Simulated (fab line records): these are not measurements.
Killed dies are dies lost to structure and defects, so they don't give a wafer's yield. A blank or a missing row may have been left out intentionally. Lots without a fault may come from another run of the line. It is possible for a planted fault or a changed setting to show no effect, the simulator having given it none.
Which tool did it? ; flow n5_finfet ; 11 lots with 30 wafers sampled at 5 steps, on a route of 1938 steps

## WHAT EACH GAUGE READ, for each wafer
N5_BEOL_M4_RC_MEAS_101.
lot;measured;on;DIBL_N (mV/V)
L969;day 7 18:09;prober-01;35.5 33.2
L970;day 8 10:25;prober-02;38.3 35.3 35.2
L971;day 8 23:31;prober-01;35.7 37.6
L973;day 9 03:50;prober-01;37.2 39.2 38.7
L976;day 9 07:47;prober-02;32.3 34.5 37.8
L977;day 10 17:14;prober-02;38.9 35.9 36.7
L978;day 10 18:18;prober-01;33.9 37.4
L979;day 10 22:55;prober-02;34.5 36.6 36.0
L980;day 11 15:52;prober-01;34.2 35.7 39.3
L983;day 12 04:50;prober-01;38.4 33.5 37.6
L985;day 12 19:57;prober-02;32.4 35.0 32.9

## WHAT TOOL EACH LOT RAN ON (gives the tool, then ch and the chambers of the sampled wafers, and finally the start)
lot;N5_BEOL_M2_ALD_84;N5_BEOL_M2_SPUTTER_48;N5_BEOL_M2_SPUTTER_79;N5_BEOL_M2_SPUTTER_90
L969;ald_metal-02 ch 1,3, day 6 20:51;pvd_sputter-03, day 6 21:20;pvd_sputter-03, day 6 21:34;pvd_sputter-03, day 6 22:26
L970;ald_metal-03 ch 0,1,2, day 7 06:19;pvd_sputter-01, day 7 08:20;pvd_sputter-01, day 7 08:33;pvd_sputter-01, day 7 09:26
L971;ald_metal-02 ch 0,1, day 7 21:46;pvd_sputter-03, day 7 22:18;pvd_sputter-03, day 7 22:31;pvd_sputter-03, day 7 23:24
L973;ald_metal-03 ch 0,1,3, day 8 01:03;pvd_sputter-03, day 8 01:36;pvd_sputter-03, day 8 01:49;pvd_sputter-03, day 8 02:42
L976;ald_metal-03 ch 0,2,3, day 8 10:40;pvd_sputter-03, day 8 11:20;pvd_sputter-03, day 8 11:34;pvd_sputter-03, day 8 12:26
L977;ald_metal-04 ch 0,3, day 9 00:25;pvd_sputter-03, day 9 00:59;pvd_sputter-03, day 9 01:12;pvd_sputter-03, day 9 02:05
L978;ald_metal-02 ch 0,1, day 9 00:47;pvd_sputter-01, day 9 01:15;pvd_sputter-01, day 9 01:28;pvd_sputter-01, day 9 02:21
L979;ald_metal-03 ch 2,3, day 9 07:28;pvd_sputter-02, day 9 07:59;pvd_sputter-02, day 9 08:12;pvd_sputter-02, day 9 09:05
L980;ald_metal-04 ch 1,2, day 10 03:59;pvd_sputter-03, day 10 04:30;pvd_sputter-03, day 10 04:43;pvd_sputter-03, day 10 05:36
L983;ald_metal-03 ch 0,1,3, day 10 17:05;pvd_sputter-03, day 10 17:48;pvd_sputter-03, day 10 18:01;pvd_sputter-03, day 10 18:54
L985;ald_metal-04 ch 0,2,3, day 11 10:55;pvd_sputter-03, day 11 11:29;pvd_sputter-03, day 11 11:42;pvd_sputter-03, day 11 12:35
- N5_BEOL_M2_ALD_84: deposits TaN, pulse time 2 s, purge time 3 s, co reactant purge time 2 s.
- N5_BEOL_M2_SPUTTER_48: material Cu, target thk 4.5 nm, time 8.29 s.
- N5_BEOL_M2_SPUTTER_79: material Cu, target thk 4.5 nm, time 8.29 s.
- N5_BEOL_M2_SPUTTER_90: material Cu, target thk 4.5 nm, time 8.29 s.

## THE ANSWER, worked out from the rows above alone
Rule: what is usual is taken from the lots themselves. The widest of any qualifying gaps counts: lots, ordered by their means at a reading, are off when they make up no more than a third of the lots, leave a main group of 4 or more, and stand apart from it by 3 or more times the standard deviation of that group's means. A main group is skipped when, at the precision printed for the reading in the tables above, its means are all equal. A lot without any number at a reading at which 4 lots or more have one is off too. The other lots that the step has rows for count as sound.
No lot is off at any reading shown: from this, nothing can be told.

## WHAT THE SIMULATOR HAD INSERTED
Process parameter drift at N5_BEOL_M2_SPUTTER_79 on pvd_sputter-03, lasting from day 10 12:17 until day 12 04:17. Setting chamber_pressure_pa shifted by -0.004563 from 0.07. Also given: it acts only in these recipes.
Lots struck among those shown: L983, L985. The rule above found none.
